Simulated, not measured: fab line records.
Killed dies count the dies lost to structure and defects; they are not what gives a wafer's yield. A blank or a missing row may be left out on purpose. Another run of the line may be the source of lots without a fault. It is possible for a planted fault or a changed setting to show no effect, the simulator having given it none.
Check of tool commonality	flow nand_harc	Lots sampled 12, wafers sampled 36

== REASON IT WAS OPENED ==
At NHARC_P_GATE_CD_MEAS_59 the reading cd_nm is flagged on 1 of 12 lots. Wafers without a fault read 719.6 nm, standard deviation 1.3.
Rule: a lot is flagged when every wafer of it that has a number lies more than 4 standard deviations from that mean, or none has a number. The other lots count as sound.

lot	measured	on	cd_nm (nm), wafer by wafer	flag
L305	day 5 19:02	cd_sem-01	721.1 720.5 719.1	
L307	day 6 12:43	cd_sem-01	719.0 720.0 719.9	
L308	day 7 00:22	cd_sem-03	718.1 717.4 716.7	
L309	day 7 01:02	cd_sem-02	774.7 776.2 774.7	FLAGGED
L318	day 10 22:10	cd_sem-01	719.0 719.2 718.4	
L320	day 11 13:51	cd_sem-03	720.4 720.8 721.4	
L319	day 11 14:20	cd_sem-02	720.1 719.5 718.7	
L321	day 12 12:08	cd_sem-03	718.1 717.7 719.1	
L322	day 12 14:02	cd_sem-03	718.7 720.6 718.7	
L323	day 12 22:43	cd_sem-01	721.5 721.0 719.2	
L324	day 13 10:09	cd_sem-03	721.4 720.8 719.2	
L325	day 14 02:08	cd_sem-03	720.4 719.6 718.7	
The mean of the flagged lots' numbers is 775.2 nm, +55.6 nm from the usual (+43 standard deviations).

== LOT BY LOT: THE TOOL USED ==
2 process steps preceding the reading are held in the record, out of 1302 steps in the route. In each cell: the tool, then ch and the chambers that the sampled wafers went through, then the start.
lot	flag	NHARC_P_GATE_HM_DEP_102	NHARC_P_GATE_EXPOSE_56
L305		acl_dep-01 ch 0, day 5 04:23	krf_scanner-01 ch 0, day 5 18:53
L307		acl_dep-03 ch 0, day 5 21:53	krf_scanner-01 ch 0, day 6 12:34
L308		acl_dep-02 ch 0, day 6 09:28	krf_scanner-01 ch 0, day 7 00:13
L309	FLAGGED	acl_dep-02 ch 0, day 6 10:19	krf_scanner-02 ch 0, day 7 00:53
L318		acl_dep-02 ch 0, day 10 05:21	krf_scanner-02 ch 0, day 10 22:01
L320		acl_dep-01 ch 0, day 10 23:08	krf_scanner-02 ch 0, day 11 13:42
L319		acl_dep-02 ch 0, day 10 23:01	krf_scanner-03 ch 0, day 11 14:11
L321		acl_dep-01 ch 0, day 11 21:28	krf_scanner-03 ch 0, day 12 11:59
L322		acl_dep-03 ch 0, day 11 23:10	krf_scanner-01 ch 0, day 12 13:53
L323		acl_dep-03 ch 0, day 12 07:55	krf_scanner-03 ch 0, day 12 22:34
L324		acl_dep-03 ch 0, day 12 19:06	krf_scanner-01 ch 0, day 13 10:00
L325		acl_dep-02 ch 0, day 13 11:05	krf_scanner-02 ch 0, day 14 01:58
What the steps here do:
- NHARC_P_GATE_HM_DEP_102: deposits aC, target thk 120 nm.
- NHARC_P_GATE_EXPOSE_56: exposes mask P PSD, target cd 720 nm.
- NHARC_P_GATE_CD_MEAS_59: target cd 720 nm.

== FLAGGED AGAINST TOTAL, ONE TOOL AT A TIME (gauges that did the reading follow at the end) ==
step	tool	lots run	flagged	share of the flagged lots	sound lots run after its first flagged lot
NHARC_P_GATE_HM_DEP_102	acl_dep-01	3	0	none	-
NHARC_P_GATE_HM_DEP_102	acl_dep-02	5	1	all	3 (L318,L319,L325)
NHARC_P_GATE_HM_DEP_102	acl_dep-03	4	0	none	-
NHARC_P_GATE_EXPOSE_56	krf_scanner-01	5	0	none	-
NHARC_P_GATE_EXPOSE_56	krf_scanner-02	4	1	all	3 (L318,L320,L325)
NHARC_P_GATE_EXPOSE_56	krf_scanner-03	3	0	none	-
NHARC_P_GATE_CD_MEAS_59	cd_sem-01	4	0	none	-
NHARC_P_GATE_CD_MEAS_59	cd_sem-02	2	1	all	1 (L319)
NHARC_P_GATE_CD_MEAS_59	cd_sem-03	6	0	none	-

== THE TABLE: WHAT IT ALLOWS ==
All flagged lots were run by 3 table rows, namely acl_dep-02 at NHARC_P_GATE_HM_DEP_102, krf_scanner-02 at NHARC_P_GATE_EXPOSE_56, cd_sem-02 at NHARC_P_GATE_CD_MEAS_59.
- acl_dep-02 at NHARC_P_GATE_HM_DEP_102: 1 of its 5 lots flagged. Sound lots followed the first flagged one (L318, L319, L325) on it, something a lasting fault affecting the whole tool could not allow.
- krf_scanner-02 at NHARC_P_GATE_EXPOSE_56: 1 of its 4 lots flagged. Sound lots followed the first flagged one (L318, L320, L325) on it, something a lasting fault affecting the whole tool could not allow.
- cd_sem-02 at NHARC_P_GATE_CD_MEAS_59: 1 of its 2 lots flagged. Sound lots followed the first flagged one (L319) on it, something a lasting fault affecting the whole tool could not allow.
Every row of the table either missed a flagged lot or ran a sound lot after the first.

== WHAT HAD BEEN PUT IN BY THE SIMULATOR ==
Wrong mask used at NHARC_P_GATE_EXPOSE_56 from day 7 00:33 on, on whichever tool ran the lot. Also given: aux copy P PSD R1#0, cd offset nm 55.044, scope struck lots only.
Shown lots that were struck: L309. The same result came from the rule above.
